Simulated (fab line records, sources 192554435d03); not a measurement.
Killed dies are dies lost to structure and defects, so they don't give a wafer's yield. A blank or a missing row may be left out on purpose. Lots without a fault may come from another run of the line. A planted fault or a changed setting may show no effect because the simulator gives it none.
fab line records | flow n5_finfet
record lots=9 wafers=26 last_day=19
route steps=1938 shown BEOL_M4@1038 PASSIVATION@1936
lots that met no fault: from a run of the same line without faults
start_h: hours from the record's first day to the start of the lot's first wafer shown | wait_h: hours since the lot's step before | " the same as in the row above | L1.1+2: a row that stands for several wafers | - no value, or no start given | * or withheld: withheld | < > ~ a bound
route shown NAME@n: a module of which the file shows steps, and the number in the route of the first | usual: mean/standard deviation of fault-free wafers | same: alike in all rows | chamber/n: place in a boat | sites: the reading at each site | _std_site: their standard deviation | _edge_site: outer sites' mean less inner sites' | radius_mm: how far each site lies from the wafer's centre | mask NAME#n: copy n | behind: the tool/chamber that last shaped the wafer | hold: why the lot was held/for how many hours/how that ended | device: the transistor (n, p or np) that didn't switch | end of line: the same wafers' tests at the end of the route | a step without rows: its recipe alone | killed: dies lost to structure and defects at the first sort, not the wafer's yield | map: a wafer's dies, x killed, . not, _ none there
set.NAME: the setting as run; set.NAME@STEP: as run at that earlier step | model.NAME: the simulator's own value behind a step, which no gauge read
steps of the route over a sample of lots; a table a step, a row a wafer
services: from which hour (start_h, from the record's first day; less than 0 if before it) a tool's chamber was out of use, for how many hours, and why
## steps
# step N5_BEOL_M4_ETCH_74
# recipe chemistry=N2/H2 target=underlayer target_depth_a=65 mask_material=CAR-EUV time_s=5.2 ion_energy_ev=200 pressure_mtorr=30 source_w=840 bias_w=150 n2_flow_sccm=200 h2_flow_sccm=200 ends=cleared
# usual drypump_motor_current_A=5.8/0.37 etch_rf_on_time_s=5.32/0.15 oes_product_au=0.62/0.061 rf_vpp_V=524/3 showerhead_plenum_p_Torr=2.55/0.098 throttle_valve_pct=17.9/0.32
# columns lot.wafer tool chamber start_h wait_h drypump_motor_current_A etch_rf_on_time_s oes_product_au rf_hours_counter_h rf_vpp_V showerhead_plenum_p_Torr throttle_valve_pct
L271.2 rie_diel-05 2 194.07 0.0 5.5 5.26 0.61 204 526 2.64 17.9
L271.3 " 3 " " 6.1 5.23 0.63 169 523 2.52 17.9
L271.6 " 1 " " 6.5 5.49 0.56 - 519 2.39 18.1
L277.2 rie_diel-02 1 229.55 0.0 5.8 5.51 0.59 219 524 2.63 18.1
L277.4 " 3 " " 4.9 5.12 0.59 232 522 2.52 18.0
L279.4 rie_diel-04 1 244.20 0.0 5.3 5.54 0.58 233 526 2.62 18.3
L279.5 " 1 " " 5.3 5.52 0.59 - 525 2.62 18.2
L279.6 " 2 " " 6.1 5.18 0.62 - 522 2.43 17.9
L284.3 rie_diel-04 0 265.84 0.0 5.6 5.37 0.65 114 522 2.43 17.4
L284.4 " 3 " " 5.8 5.33 0.57 242 525 2.63 18.3
L284.5 " 3 " " 5.7 5.38 0.57 - 527 2.63 18.4
L287.3 rie_diel-05 3 288.03 0.0 6.1 5.19 0.61 204 525 2.51 17.9
L287.4 " 1 " " 6.5 5.13 0.79 11 527 2.70 17.7
L287.6 " 3 " " 6.1 5.26 0.61 - 522 2.51 17.9
L288.1 rie_diel-02 1 297.30 0.0 5.8 5.61 0.56 244 524 2.62 18.2
L288.2 " 0 " " 5.8 5.18 0.76 26 528 2.69 17.4
L288.5 " 0 " " 5.8 5.26 0.76 - 528 2.69 17.5
L290.2 rie_diel-04 0 311.47 0.0 5.6 5.32 0.63 134 522 2.42 17.4
L290.3 " 2 " " 6.0 5.24 0.59 239 519 2.42 18.0
L290.6 " 0 " " 5.6 5.34 0.63 - 522 2.42 17.4
L289.1 rie_diel-02 2 314.74 0.0 6.4 5.04 0.68 118 528 2.68 17.9
L289.4 " 2 " " 6.4 5.10 0.67 - 527 2.68 17.9
L289.5 " 3 " " 4.9 5.03 0.83 - 522 2.51 17.6
L291.3 rie_diel-05 1 318.80 0.0 6.5 5.06 0.77 22 529 2.69 17.7
L291.4 " 3 " " 6.1 5.24 0.60 - 523 2.50 18.0
L291.5 " 1 " " 6.4 5.07 0.77 - 527 2.69 17.7
# step N5_BEOL_M4_STRIP_19
# recipe chemistry=O2 power_w=400 temp_c=40 pressure_mtorr=30 rf_frequency_hz=6e+07 bias_power_w=0 overash_fraction=0.2 o2_flow_sccm=225
# usual drypump_motor_current_A=5.8/0.43 oes_product_au=0.74/0.084 rf_vpp_V=3.7/0.49 showerhead_plenum_p_Torr=2.11/0.084 throttle_valve_pct=16.79/0.26
# columns lot.wafer tool chamber start_h wait_h drypump_motor_current_A oes_product_au rf_hours_counter_h rf_vpp_V showerhead_plenum_p_Torr throttle_valve_pct
L271.2 rie_diel-04 3 194.40 0.1 5.7 0.69 218 4.0 2.17 17.14
L271.3 " 0 " " 5.6 0.80 89 3.2 2.03 16.33
L271.6 " 3 " " 5.7 0.69 - 4.0 2.17 17.11
L277.2 rie_diel-02 1 229.94 0.1 5.8 0.69 219 3.9 2.16 16.94
L277.4 " 2 " " 6.4 0.80 84 4.0 2.23 16.67
L279.4 rie_diel-05 3 244.56 0.1 6.1 0.72 - 3.8 2.07 16.77
L279.5 " 2 " " 5.5 0.72 - 4.4 2.18 16.74
L279.6 " 0 " " 5.6 0.68 - 4.2 2.08 17.18
L284.3 rie_diel-02 0 266.26 0.1 5.8 0.94 14 3.6 2.24 16.30
L284.4 " 3 " " 4.9 0.70 246 3.5 2.04 16.70
L284.5 " 3 " " 4.9 0.69 - 3.3 2.05 16.70
L287.3 rie_diel-05 0 288.36 0.1 5.6 0.66 245 2.9 2.07 17.20
L287.4 " 1 " " 6.5 0.95 11 3.6 2.22 16.45
L287.6 " 3 " " 6.1 0.72 - 3.9 2.07 16.80
L288.1 rie_diel-05 0 297.63 0.1 5.6 0.66 248 3.0 2.07 17.20
L288.2 " 1 " " 6.5 0.94 14 4.4 2.22 16.46
L288.5 " 1 " " 6.5 0.95 - 4.1 2.22 16.45
L290.2 rie_diel-04 3 311.79 0.1 5.7 0.97 4 3.6 2.15 16.82
L290.3 " 2 " " 6.0 0.71 239 3.1 1.97 16.65
L290.6 " 3 " " 5.7 0.96 - 4.4 2.15 16.79
L289.1 rie_diel-02 1 315.07 0.1 5.8 0.68 251 2.9 2.15 17.00
L289.4 " 1 " " 5.8 0.68 - 3.9 2.15 17.00
L289.5 " 2 " " 6.4 0.78 - 2.6 2.21 16.75
L291.3 rie_diel-05 3 319.12 0.1 6.1 0.71 215 4.6 2.06 16.81
L291.4 " 2 " " 5.5 0.69 - 2.9 2.17 16.77
L291.5 " 1 " " 6.5 0.92 - 3.6 2.22 16.49
# step N5_BEOL_M4_ETCH_70
# recipe chemistry=N2/H2 target=SOC target_depth_a=800 overetch_a=240 mask_material=SiARC temp_c=40 time_s=130 ion_energy_ev=200 pressure_mtorr=30 source_w=840 bias_w=150 n2_flow_sccm=200 h2_flow_sccm=200
# usual drypump_motor_current_A=5.7/0.44 oes_product_au=0.55/0.058 rf_vpp_V=524.4/2.7 showerhead_plenum_p_Torr=2.57/0.099 throttle_valve_pct=17.89/0.29
# columns lot.wafer tool chamber start_h wait_h drypump_motor_current_A oes_product_au rf_hours_counter_h rf_vpp_V showerhead_plenum_p_Torr throttle_valve_pct
L271.2 rie_diel-02 2 208.72 0.0 6.4 0.60 77 528.0 2.69 17.76
L271.3 " 3 " " 4.9 0.52 225 522.2 2.52 17.97
L271.6 " 2 " " 6.4 0.60 - 526.7 2.69 17.77
L277.2 rie_diel-02 3 242.93 0.0 4.9 0.51 238 523.0 2.52 17.98
L277.4 " 1 " " 5.8 0.52 223 526.3 2.63 18.09
L279.4 rie_diel-04 3 248.58 0.0 5.7 0.51 237 525.3 2.63 18.31
L279.5 " 1 " " 5.3 0.52 - 525.7 2.62 18.21
L279.6 " 0 " " 5.6 0.57 - 522.4 2.44 17.34
L284.3 rie_diel-04 2 286.93 0.0 6.1 0.52 227 521.0 2.42 17.94
L284.4 " 1 " " 5.3 0.52 - 525.8 2.62 18.24
L284.5 " 0 " " 5.6 0.56 - 520.5 2.43 17.36
L287.3 rie_diel-05 2 292.24 0.0 5.5 0.51 240 526.8 2.62 17.89
L287.4 " 1 " " 6.5 0.68 12 527.1 2.69 17.69
L287.6 " 3 " " 6.1 0.54 - 522.4 2.51 17.89
L288.1 rie_diel-02 2 311.75 0.0 6.4 0.58 117 526.7 2.68 17.85
L288.2 " 3 " " 4.9 0.71 3 522.2 2.51 17.54
L288.5 " 2 " " 6.4 0.58 - 527.3 2.68 17.84
L290.2 rie_diel-02 1 313.82 0.0 5.8 0.51 251 524.7 2.62 18.15
L290.3 " 2 " " 6.4 0.57 118 526.7 2.68 17.84
L290.6 " 2 " " 6.4 0.57 - 526.4 2.68 17.84
L289.1 rie_diel-04 2 321.74 0.0 6.1 0.52 244 520.7 2.41 17.96
L289.4 " 1 " " 5.3 0.70 4 525.2 2.61 17.91
L289.5 " 1 " " 5.3 0.70 - 526.4 2.61 17.91
L291.3 rie_diel-04 0 322.92 0.0 5.6 0.54 139 520.4 2.42 17.40
L291.4 " 3 " " 5.7 0.68 9 526.0 2.62 18.05
L291.5 " 0 " " 5.6 0.55 - 521.1 2.42 17.40
# step N5_BEOL_M4_VIA_ETCH_34
# recipe chemistry=C4F6/O2 target_depth_a=694 mask_material=SOC pressure_mtorr=15 ion_energy_ev=250 taper_deg=4 time_s=65.9 source_w=350 bias_w=170 Ar_flow_sccm=300 C4F6_flow_sccm=10 O2_flow_sccm=10
# usual drypump_motor_current_A=5.7/0.44 oes_ar_750_au=0.75/0.079 oes_product_au=0.75/0.085 rf_vpp_V=668/13 showerhead_plenum_p_Torr=2.86/0.1 throttle_valve_pct=30.77/0.3
# columns lot.wafer tool chamber start_h wait_h drypump_motor_current_A oes_ar_750_au oes_product_au rf_hours_counter_h rf_vpp_V showerhead_plenum_p_Torr throttle_valve_pct
L271.2 rie_diel-02 2 208.83 0.0 6.4 0.83 0.82 77 684 3.00 30.75
L271.3 " 3 " " 4.9 0.70 0.71 225 684 2.79 30.47
L271.6 " 2 " " 6.4 0.83 0.83 - 685 3.00 30.76
L277.2 rie_diel-02 3 243.04 0.0 4.9 0.69 1.00 238 685 2.78 30.56
L277.4 " 1 " " 5.8 0.69 0.98 223 663 2.91 30.91
L279.4 rie_diel-04 3 248.69 0.0 5.7 0.69 0.67 237 668 2.92 30.95
L279.5 " 1 " " 5.3 0.69 0.67 - 671 2.94 31.23
L279.6 " 0 " " 5.6 0.76 0.76 - 643 2.74 30.34
L284.3 rie_diel-04 2 287.03 0.0 6.1 0.71 0.70 227 654 2.71 30.82
L284.4 " 1 " " 5.3 0.68 0.68 - 669 2.93 31.26
L284.5 " 0 " " 5.6 0.75 0.75 - 644 2.73 30.34
L287.3 rie_diel-05 2 292.34 0.0 5.5 0.70 0.70 240 667 2.90 30.51
L287.4 " 1 " " 6.5 0.90 0.94 12 680 3.03 31.03
L287.6 " 3 " " 6.1 0.73 0.73 - 668 2.82 30.89
L288.1 rie_diel-02 2 311.86 0.0 6.4 0.79 0.79 117 684 2.98 30.79
L288.2 " 3 " " 4.9 0.98 1.00 3 684 2.77 30.12
L288.5 " 2 " " 6.4 0.79 0.79 - 682 2.98 30.81
L290.2 rie_diel-02 1 313.93 0.0 5.8 0.68 0.67 251 662 2.90 30.85
L290.3 " 2 " " 6.4 0.79 0.79 118 684 2.98 30.81
L290.6 " 2 " " 6.4 0.79 0.78 - 683 2.98 30.79
L289.1 rie_diel-04 2 321.85 0.0 6.1 0.70 0.70 244 654 2.70 30.87
L289.4 " 1 " " 5.3 0.94 0.94 4 671 2.93 31.31
L289.5 " 1 " " 5.3 0.93 0.95 - 670 2.93 31.30
L291.3 rie_diel-04 0 323.03 0.0 5.6 0.74 0.73 139 643 2.73 30.35
L291.4 " 3 " " 5.7 0.93 0.93 9 664 2.91 31.15
L291.5 " 0 " " 5.6 0.73 0.73 - 644 2.73 30.36
# step N5_BEOL_M4_RC_MEAS_101
# usual DIBL_N=36.6/1.9 DIBL_P=36.7/2.2 IOFF_N=0.16/0.035 IOFF_P=0.22/0.038 ION_N=672/14 ION_P=462/8.3 SS_N=71.6/0.65 SS_P=73.5/0.72 VT_N=250/3.5 VT_P=-250/3.1
# columns lot.wafer tool chamber start_h wait_h DIBL_N[mV/V] DIBL_P[mV/V] IOFF_N[nA/um] IOFF_P[nA/um] ION_N[uA/um] ION_P[uA/um] SS_N[mV/dec] SS_P[mV/dec] VT_N[mV] VT_P[mV]
L271.2 prober-02 0 213.24 0.2 35.1 35.1 0.14 0.18 679 466 71.7 72.6 252 -252
L271.3 " 0 " " 36.8 37.9 0.16 0.22 668 460 71.1 74.0 253 -251
L271.6 " 0 " " 35.6 36.8 0.15 0.21 680 469 70.9 72.8 250 -249
L277.2 prober-02 0 249.28 0.2 36.3 36.6 0.15 0.21 678 468 71.1 73.3 252 -252
L277.4 " 0 " " 36.5 37.6 0.16 0.22 681 463 71.4 73.7 247 -250
L279.4 prober-01 0 254.94 0.5 32.7 34.8 0.12 0.18 655 459 70.9 72.7 252 -252
L279.5 " 0 " " 36.4 38.2 0.18 0.23 670 466 72.2 73.1 249 -249
L279.6 " 0 " " 33.4 34.6 0.12 0.18 665 460 71.6 72.6 253 -252
L284.3 prober-01 0 291.31 0.3 38.8 40.6 0.21 0.29 670 462 72.3 74.8 247 -244
L284.4 " 0 " " 35.6 36.4 0.15 0.21 656 456 71.5 72.8 253 -249
L284.5 " 0 " " 38.5 40.4 0.21 0.30 670 467 72.9 74.9 245 -247
L287.3 prober-02 0 297.27 0.3 40.8 42.0 0.26 0.32 692 467 72.9 74.4 245 -245
L287.4 " 0 " " 35.1 35.6 0.14 0.21 663 457 71.1 73.1 251 -249
L287.6 " 0 " " 36.6 36.8 0.16 0.21 676 462 71.7 73.4 250 -251
L288.1 prober-01 0 319.10 0.0 37.4 38.4 0.16 0.22 678 468 71.0 74.4 251 -249
L288.2 " 0 " " 37.4 38.9 0.17 0.25 667 455 71.4 73.9 253 -247
L288.5 " 0 " " 38.9 38.7 0.18 0.24 654 452 72.4 74.9 254 -249
L290.2 prober-02 0 319.81 0.2 38.0 37.2 0.19 0.26 699 472 71.8 73.5 249 -244
L290.3 " 0 " " 39.0 39.1 0.23 0.31 682 467 71.8 74.1 245 -244
L290.6 " 0 " " 37.8 36.6 0.18 0.25 674 463 72.4 73.6 248 -245
L289.1 prober-02 0 326.31 0.0 38.1 37.1 0.19 0.25 669 458 71.4 73.8 249 -248
L289.4 " 0 " " 35.2 34.2 0.14 0.19 680 466 71.2 72.6 251 -250
L289.5 " 0 " " 35.7 34.4 0.14 0.21 678 474 71.6 73.6 249 -248
L291.3 prober-01 0 328.16 0.3 37.0 38.4 0.17 0.22 674 467 71.4 73.3 251 -250
L291.4 " 0 " " 36.8 38.0 0.17 0.24 676 459 72.2 74.1 248 -248
L291.5 " 0 " " 38.7 39.6 0.20 0.26 694 470 72.2 73.6 249 -248
# step N5_PASSIVATION_PROBE_49
# usual defect_limited_yield=91.6/1.4 killed_at_M0_to_M3=35/10 killed_at_M4_up=13/4.8 killed_at_contacts=12/7.2 killed_at_front_end=36/12 killed_at_other=4/3.1 killed_dies=100/17 killed_open=66/13 killed_short=32/7.3 sort_bin_5_function=5.0/0.94 sort_bin_6_memory=3.1/0.67 sort_n_pass=1080/17 sort_yield_pct=91.6/1.4
# same gross_dies=1180 killed_at_back_side=0 sort_bin_4_leakage[%]=0 sort_bin_8_speed[%]=0
# columns lot.wafer tool chamber start_h wait_h defect_limited_yield[%] killed_at_M0_to_M3 killed_at_M4_up killed_at_contacts killed_at_front_end killed_at_other killed_dies killed_open killed_short sort_bin_5_function[%] sort_bin_6_memory[%] sort_n_pass sort_yield_pct[%]
L271.2 prober-02 - 323.42 0.1 89.7 52 14 11 42 2 121 90 30 6.8 3.2 1059 89.7
L271.3 prober-02 - 323.47 0.1 89.9 59 7 10 41 2 119 78 40 6.4 3.3 1061 89.9
L271.6 prober-02 - 323.62 0.3 91.1 38 12 13 39 3 105 71 33 5.5 3.1 1075 91.1
L277.2 prober-02 - 375.75 0.1 94.4 28 10 10 17 1 66 48 18 2.8 2.7 1114 94.4
L277.4 prober-02 - 375.85 0.2 93.3 32 11 15 21 0 79 58 21 3.6 2.7 1101 93.3
L279.4 prober-02 - 376.90 0.2 91.6 44 12 7 23 13 99 67 32 4.7 3.3 1081 91.6
L279.5 prober-02 - 376.95 0.2 92.1 36 17 9 24 7 93 61 32 4.3 3.6 1087 92.1
L279.6 prober-02 - 377.00 0.3 90.2 38 17 10 41 10 116 78 38 6.0 3.6 1064 90.2
L284.3 prober-01 - 412.19 0.1 93.0 18 10 12 39 4 83 58 25 4.7 2.3 1097 93.0
L284.4 prober-01 - 412.24 0.2 92.0 33 7 16 35 3 94 56 38 5.1 2.8 1086 92.0
L284.5 prober-01 - 412.29 0.2 94.0 38 8 5 20 0 71 41 30 3.3 2.5 1109 94.0
L287.3 prober-01 - 418.66 0.1 92.1 41 16 5 29 2 93 65 28 4.7 3.0 1087 92.1
L287.4 prober-01 - 418.71 0.2 91.9 32 15 8 38 3 96 61 34 5.0 2.7 1084 91.9
L287.6 prober-01 - 418.81 0.3 92.9 28 14 6 34 2 84 56 28 3.7 3.1 1096 92.9
L288.1 prober-02 - 438.54 0.0 94.6 23 9 6 25 1 64 44 20 3.0 1.9 1116 94.6
L288.2 prober-02 - 438.59 0.1 93.5 35 10 11 19 2 77 49 28 3.4 2.6 1103 93.5
L288.5 prober-02 - 438.74 0.2 92.8 38 9 5 31 2 85 56 29 3.4 3.6 1095 92.8
L289.1 prober-02 - 443.70 0.0 91.6 27 12 11 46 3 99 66 33 5.8 2.5 1081 91.6
L289.4 prober-02 - 443.85 0.2 87.4 38 26 17 63 5 149 95 54 7.2 5.0 1031 87.4
L289.5 prober-02 - 443.90 0.2 89.7 46 18 8 46 4 122 84 35 6.5 3.6 1058 89.7
L290.2 prober-01 - 446.20 0.1 90.3 39 10 6 57 2 114 72 41 5.8 3.5 1066 90.3
L290.3 prober-01 - 446.25 0.1 91.8 36 9 3 36 13 97 67 30 5.3 2.8 1083 91.8
L290.6 prober-01 - 446.40 0.3 91.5 30 6 9 49 6 100 61 38 5.2 3.1 1080 91.5
L291.3 prober-02 - 448.85 0.1 92.1 22 17 19 32 3 93 62 30 4.5 3.1 1087 92.1
L291.4 prober-02 - 448.90 0.2 90.5 26 16 18 49 3 112 71 41 6.0 2.7 1068 90.5
L291.5 prober-02 - 448.95 0.2 90.0 50 16 21 23 8 118 83 35 5.8 3.7 1062 90.0
# killed by level:class
L271.2 BEOL_M3:geometric_particle:open=17 BEOL_M2:geometric_particle:open=13 FIN_SAQP:geometric_particle:open=10 MOL_CONTACT_COAG:geometric_particle:open=8 DUMMY_GATE:geometric_particle:open=6 BEOL_M1:geometric_particle:open=6 BEOL_M4:geometric_particle:open=5 BEOL_M6:geometric_particle:open=5
L271.3 BEOL_M3:geometric_particle:open=17 BEOL_M1:geometric_particle:open=14 FIN_SAQP:geometric_particle:open=8 BEOL_M2:geometric_particle:open=8 STI_FIN_REVEAL:geometric_particle:open=7 GATE_CUT:geometric_particle:short=7 MOL_CONTACT_COAG:geometric_particle:open=7 BEOL_M3:geometric_particle:short=5
L271.6 FIN_SAQP:geometric_particle:open=14 MOL_CONTACT_COAG:geometric_particle:open=9 FIN_SAQP:geometric_particle:short=7 BEOL_M4:geometric_particle:open=7 BEOL_M1:geometric_particle:open=6 BEOL_M2:geometric_particle:open=6 BEOL_M0_SAQP:geometric_particle:open=5 BEOL_M0_SAQP:geometric_particle:short=5
L277.2 MOL_CONTACT_COAG:geometric_particle:open=8 BEOL_M1:geometric_particle:open=8 BEOL_M3:geometric_particle:open=8 STI_FIN_REVEAL:geometric_particle:open=5 BEOL_M2:geometric_particle:open=4 ILD0:geometric_particle:short=3 BEOL_M0_SAQP:geometric_particle:short=3 BEOL_M4:geometric_particle:open=3
L277.4 MOL_CONTACT_COAG:geometric_particle:open=13 BEOL_M2:geometric_particle:open=8 BEOL_M0:geometric_particle:open=5 BEOL_M1:geometric_particle:open=5 FIN_SAQP:geometric_particle:short=4 DUMMY_GATE:geometric_particle:open=4 BEOL_M0_SAQP:geometric_particle:open=4 BEOL_M1:geometric_particle:short=4
L279.4 BEOL_M0_SAQP:geometric_particle:open=10 BEOL_M3:geometric_particle:open=9 FIN_SAQP:geometric_particle:open=8 BEOL_M2:geometric_particle:open=6 MIM_TOP_ETCH:geometric_particle:open=6 BEOL_M3:geometric_particle:short=5 MOL_CONTACT_COAG:geometric_particle:open=4 BEOL_M0_SAQP:geometric_particle:short=4
L279.5 BEOL_M2:geometric_particle:open=9 BEOL_M3:geometric_particle:open=8 MOL_CONTACT_COAG:geometric_particle:open=7 FIN_SAQP:geometric_particle:open=6 GATE_CUT:geometric_particle:short=5 BEOL_M0_SAQP:geometric_particle:open=5 BEOL_M4:geometric_particle:short=5 BEOL_M5:geometric_particle:open=5
L279.6 FIN_SAQP:geometric_particle:open=13 MOL_CONTACT_COAG:geometric_particle:open=8 BEOL_M3:geometric_particle:open=8 BEOL_M0_SAQP:geometric_particle:short=7 BEOL_M0_SAQP:geometric_particle:open=7 FIN_SAQP:geometric_particle:short=6 STI_FIN_REVEAL:geometric_particle:open=6 BEOL_M5:geometric_particle:open=6
L284.3 STI_FIN_REVEAL:geometric_particle:open=13 MOL_CONTACT_COAG:geometric_particle:open=8 BEOL_M0_SAQP:geometric_particle:short=5 BEOL_M3:geometric_particle:open=5 GATE_CUT:geometric_particle:short=4 MOL_CONTACT_COAG:geometric_particle:short=4 BEOL_M0_SAQP:geometric_particle:open=4 STI_FIN_REVEAL:geometric_particle:short=3
L284.4 STI_FIN_REVEAL:geometric_particle:open=13 MOL_CONTACT_COAG:geometric_particle:open=12 FIN_SAQP:geometric_particle:short=10 BEOL_M0_SAQP:geometric_particle:short=7 BEOL_M0_SAQP:geometric_particle:open=7 BEOL_M1:geometric_particle:open=5 BEOL_M3:geometric_particle:open=5 GATE_CUT:geometric_particle:short=4
L284.5 BEOL_M0_SAQP:geometric_particle:open=18 BEOL_M0_SAQP:geometric_particle:short=11 FIN_SAQP:geometric_particle:short=5 BEOL_M4:geometric_particle:open=5 STARTING-WAFER:geometric_particle:short=4 BEOL_M2:geometric_particle:open=4 DUMMY_GATE:geometric_particle:open=3 MOL_CONTACT_COAG:geometric_particle:short=3
L287.3 BEOL_M0_SAQP:geometric_particle:open=12 BEOL_M4:geometric_particle:open=9 GATE_CUT:geometric_particle:short=7 BEOL_M0_SAQP:geometric_particle:short=7 BEOL_M1:geometric_particle:open=7 BEOL_M2:geometric_particle:open=6 STI_FIN_REVEAL:geometric_particle:open=5 BEOL_M2:geometric_particle:short=5
L287.4 BEOL_M0_SAQP:geometric_particle:open=8 BEOL_M4:geometric_particle:open=8 FIN_SAQP:geometric_particle:open=7 FIN_SAQP:geometric_particle:short=6 GATE_CUT:geometric_particle:short=6 BEOL_M0_SAQP:geometric_particle:short=5 MOL_CONTACT_COAG:geometric_particle:open=5 BEOL_M2:geometric_particle:open=5
L287.6 STI_FIN_REVEAL:geometric_particle:open=12 BEOL_M1:geometric_particle:open=9 BEOL_M2:geometric_particle:open=7 BEOL_M4:geometric_particle:open=7 MOL_CONTACT_COAG:geometric_particle:open=5 STARTING-WAFER:geometric_particle:short=5 BEOL_M0_SAQP:geometric_particle:short=4 BEOL_M1:geometric_particle:short=4
L288.1 FIN_SAQP:geometric_particle:open=7 FIN_SAQP:geometric_particle:short=6 BEOL_M1:geometric_particle:open=6 MOL_CONTACT_COAG:geometric_particle:open=5 BEOL_M0_SAQP:geometric_particle:open=5 BEOL_M0_SAQP:geometric_particle:short=4 BEOL_M3:geometric_particle:open=3 BEOL_M7:geometric_particle:open=3
L288.2 BEOL_M0_SAQP:geometric_particle:open=11 MOL_CONTACT_COAG:geometric_particle:open=9 FIN_SAQP:geometric_particle:short=5 BEOL_M0_SAQP:geometric_particle:short=5 BEOL_M3:geometric_particle:open=5 BEOL_M2:geometric_particle:open=4 BEOL_M5:geometric_particle:open=4 FIN_SAQP:geometric_particle:open=3
L288.5 BEOL_M0_SAQP:geometric_particle:open=12 BEOL_M2:geometric_particle:open=8 FIN_SAQP:geometric_particle:short=8 BEOL_M0_SAQP:geometric_particle:short=7 FIN_SAQP:geometric_particle:open=4 DUMMY_GATE:geometric_particle:open=4 BEOL_M1:geometric_particle:open=4 BEOL_M5:geometric_particle:open=4
L289.1 FIN_SAQP:geometric_particle:short=14 MOL_CONTACT_COAG:geometric_particle:open=11 FIN_SAQP:geometric_particle:open=7 GATE_CUT:geometric_particle:short=7 STI_FIN_REVEAL:geometric_particle:open=6 BEOL_M0_SAQP:geometric_particle:open=6 BEOL_M1:geometric_particle:open=6 BEOL_M2:geometric_particle:open=6
L289.4 BEOL_M4:geometric_particle:open=16 MOL_CONTACT_COAG:geometric_particle:open=13 STI_FIN_REVEAL:geometric_particle:open=12 BEOL_M0_SAQP:geometric_particle:short=11 FIN_SAQP:geometric_particle:short=10 FIN_SAQP:geometric_particle:open=8 BEOL_M2:geometric_particle:open=7 STI_FIN_REVEAL:geometric_particle:short=6
L289.5 BEOL_M1:geometric_particle:open=17 BEOL_M4:geometric_particle:open=9 FIN_SAQP:geometric_particle:short=7 BEOL_M0_SAQP:geometric_particle:open=7 BEOL_M3:geometric_particle:open=7 BEOL_M1:geometric_particle:short=7 FIN_SAQP:geometric_particle:open=5 STI_FIN_REVEAL:geometric_particle:open=5
L290.2 STI_FIN_REVEAL:geometric_particle:open=18 FIN_SAQP:geometric_particle:short=15 BEOL_M2:geometric_particle:open=8 FIN_SAQP:geometric_particle:open=6 BEOL_M1:geometric_particle:open=6 BEOL_M3:geometric_particle:open=6 MOL_CONTACT_COAG:geometric_particle:open=4 BEOL_M0_SAQP:geometric_particle:open=4
L290.3 FIN_SAQP:geometric_particle:open=11 BEOL_M3:geometric_particle:open=10 FIN_SAQP:geometric_particle:short=9 BEOL_M2:geometric_particle:open=9 DUMMY_GATE:geometric_particle:open=5 BEOL_M0_SAQP:geometric_particle:short=5 BEOL_M1:geometric_particle:open=5 PAD_METAL:geometric_particle:open=5
L290.6 BEOL_M1:geometric_particle:open=14 FIN_SAQP:geometric_particle:open=11 STI_FIN_REVEAL:geometric_particle:open=11 FIN_SAQP:geometric_particle:short=10 MOL_CONTACT_COAG:geometric_particle:open=6 GATE_CUT:geometric_particle:short=4 BEOL_M0_SAQP:geometric_particle:short=4 BEOL_M0:geometric_particle:open=4
L291.3 MOL_CONTACT_COAG:geometric_particle:open=13 FIN_SAQP:geometric_particle:open=7 GATE_CUT:geometric_particle:open=6 MOL_CONTACT_COAG:geometric_particle:short=6 BEOL_M2:geometric_particle:open=5 BEOL_M0_SAQP:geometric_particle:short=5 STARTING-WAFER:geometric_particle:open=5 BEOL_M0:geometric_particle:open=4
L291.4 MOL_CONTACT_COAG:geometric_particle:open=15 FIN_SAQP:geometric_particle:short=11 BEOL_M1:geometric_particle:open=9 GATE_CUT:geometric_particle:short=8 BEOL_M4:geometric_particle:open=8 FIN_SAQP:geometric_particle:open=7 GATE_CUT:geometric_particle:open=6 BEOL_M0_SAQP:geometric_particle:short=6
L291.5 MOL_CONTACT_COAG:geometric_particle:open=18 BEOL_M0_SAQP:geometric_particle:short=12 BEOL_M0_SAQP:geometric_particle:open=11 BEOL_M0:geometric_particle:open=10 BEOL_M3:geometric_particle:open=6 FIN_SAQP:geometric_particle:open=5 STI_FIN_REVEAL:geometric_particle:open=5 MIM_TOP:geometric_particle:open=5
## services
# columns tool chamber start_h hours kind
rie_diel-02 0 205.33 - clean
rie_diel-02 0 205.33 - consumable_replace:focus_ring
rie_diel-02 0 205.33 - consumable_replace:showerhead
rie_diel-02 0 205.33 23.1 scheduled_down
rie_diel-02 0 205.33 23.1 vent_cycle
rie_diel-02 1 236.01 1.8 repair
rie_diel-04 - 241.54 0.5 repair
rie_diel-02 - 268.92 2.8 pm
rie_diel-02 3 279.76 - clean
rie_diel-02 3 279.76 - consumable_replace:focus_ring
rie_diel-02 3 279.76 24.2 scheduled_down
rie_diel-02 3 279.76 24.2 vent_cycle
rie_diel-04 3 284.47 - clean
rie_diel-04 3 284.47 - consumable_replace:focus_ring
rie_diel-04 3 284.47 19.3 scheduled_down
rie_diel-04 3 284.47 19.3 vent_cycle
rie_diel-05 2 293.30 10.5 repair
rie_diel-05 - 300.33 0.8 repair
rie_diel-04 1 303.82 - clean
rie_diel-04 1 303.82 - consumable_replace:focus_ring
rie_diel-04 1 303.82 10.0 scheduled_down
rie_diel-04 1 303.82 10.0 vent_cycle
rie_diel-02 0 304.01 13.7 repair
rie_diel-02 1 317.69 - clean
## key
first_sign step=N5_BEOL_M4_VIA_ETCH_34 reading=oes_product_au direction=up sigmas=2.8 usual=0.75 struck=0.99
effect none on later readings
met_at N5_BEOL_M4_VIA_ETCH_34
struck_lots L277
struck_wafers L277.2,L277.4
not_acting_at N5_BEOL_M4_ETCH_74,N5_BEOL_M4_STRIP_19,N5_BEOL_M4_ETCH_70
onset_between 208.83 243.04
fault kind=process_parameter_drift tool=rie_diel-02 chamber=- onset_h=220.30 steps=N5_BEOL_M4_VIA_ETCH_34 channel=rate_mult offset=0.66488 shape=step end_h=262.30 scope=struck_wafers_only
